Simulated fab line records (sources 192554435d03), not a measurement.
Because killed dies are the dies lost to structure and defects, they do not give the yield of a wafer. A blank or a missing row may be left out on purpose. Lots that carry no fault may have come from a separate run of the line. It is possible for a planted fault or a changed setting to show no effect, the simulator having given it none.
Code-filled problem report in 8D (eight disciplines) form + flow n5_finfet + the parts of the form that need people (team, actions taken, sign-off) are left out

1. WHAT WENT WRONG
Mean of killed_at_M4_up at N5_PASSIVATION_PROBE_49: 134 across 6 wafers in 2 lots; on wafers with no fault it is 15 (standard deviation 6.4). That is +19 standard deviations from the usual mean.
Earliest sighting: wafer L642.2 on prober-02 at day 16 16:53. The record has a number at this step for 6 wafers belonging to 2 lots. The rule behind "out" and "out of limits": a value lying over 4 standard deviations away from the usual mean. The other wafers with a number count as sound.

2. WHAT IT IS; WHAT IT IS NOT
| question                    | is                                                                              | is not                                                                                                                     |
|-----------------------------|---------------------------------------------------------------------------------|----------------------------------------------------------------------------------------------------------------------------|
| which readings at this step | killed_at_M4_up, defect_limited_yield, killed_dies, sort_n_pass, sort_yield_pct | killed_at_M0_to_M3, killed_at_contacts, killed_at_front_end, killed_at_other, killed_open, killed_short, sort_bin_6_memory |
| which lots                  | L642, L644                                                                      | -                                                                                                                          |
| which wafers of those lots  | all that have a number                                                          | -                                                                                                                          |
| read on which tools         | prober-01, prober-02                                                            | -                                                                                                                          |
| when                        | from day 16 16:53                                                               | up to then (0 sound wafers)                                                                                                |

3. THE SUSPECTS, EACH WITH WHAT RULES IT OUT
Counting: a tool stays on the suspect list if, at a process step up to the reading, it processed all lots that are out and no sound lot following the first of them.
- rie_diel-01 at N5_BEOL_M12_TRENCH_ETCH_34 (etches SiOC in C4F8/O2/Ar, target depth 318.95 nm, time 125.5 s): kept. It ran every lot that is out, first L642 (day 14 10:19), and no sound lot after that.
Remaining after the count: rie_diel-01 at N5_BEOL_M12_TRENCH_ETCH_34.

4. THE CAUSE (what the simulator had put in)
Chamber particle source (rie_diel-01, N5_BEOL_M12_TRENCH_ETCH_34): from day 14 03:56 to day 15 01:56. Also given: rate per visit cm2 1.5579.
The count eliminated every tool but this one.

5. SEQUENCE OF EFFECTS, ordered by route
One row per reading whose mean, taken over the struck wafers that have a number, lies over 3 standard deviations from the usual. Only readings whose record carries a usual standard deviation are examined. hours: median over the lots of the time between each lot's start at the first step of this table that gives one and its start at this step. sigmas: the change, counted in usual standard deviations.
| hours | step                    | reading              | usual  | on struck wafers | change | sigmas |
|-------|-------------------------|----------------------|--------|------------------|--------|--------|
| 0     | N5_PASSIVATION_PROBE_49 | defect_limited_yield | 91.5 % | 82.5             | -9.0   | -6.0   |
| 0     | N5_PASSIVATION_PROBE_49 | killed_at_M4_up      | 15     | 134              | +119   | +19    |
| 0     | N5_PASSIVATION_PROBE_49 | killed_dies          | 101    | 206              | +105   | +5.8   |
| 0     | N5_PASSIVATION_PROBE_49 | sort_bin_5_function  | 5.0 %  | 10.2             | +5.2   | +5.2   |
| 0     | N5_PASSIVATION_PROBE_49 | sort_n_pass          | 1079   | 974              | -105   | -5.8   |
| 0     | N5_PASSIVATION_PROBE_49 | sort_yield_pct       | 91.5 % | 82.5             | -9.0   | -6.0   |
It contains these process steps:
- N5_PASSIVATION_PROBE_49

6. HOW IT WOULD HAVE BEEN CAUGHT EARLIER
The fault began at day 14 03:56; the first out-of-limits reading in this record came at day 16 16:53, 61 hours later.
Of the tool readings at N5_BEOL_M12_TRENCH_ETCH_34 for which the record gives a usual standard deviation, none was out on any struck wafer, so an alarm limit of 4 standard deviations on them would not have fired.
By day 16 16:53, every lot that is out (2) had started N5_BEOL_M12_TRENCH_ETCH_34 on rie_diel-01. Had the tool been put on hold then, not one of them would have been saved.
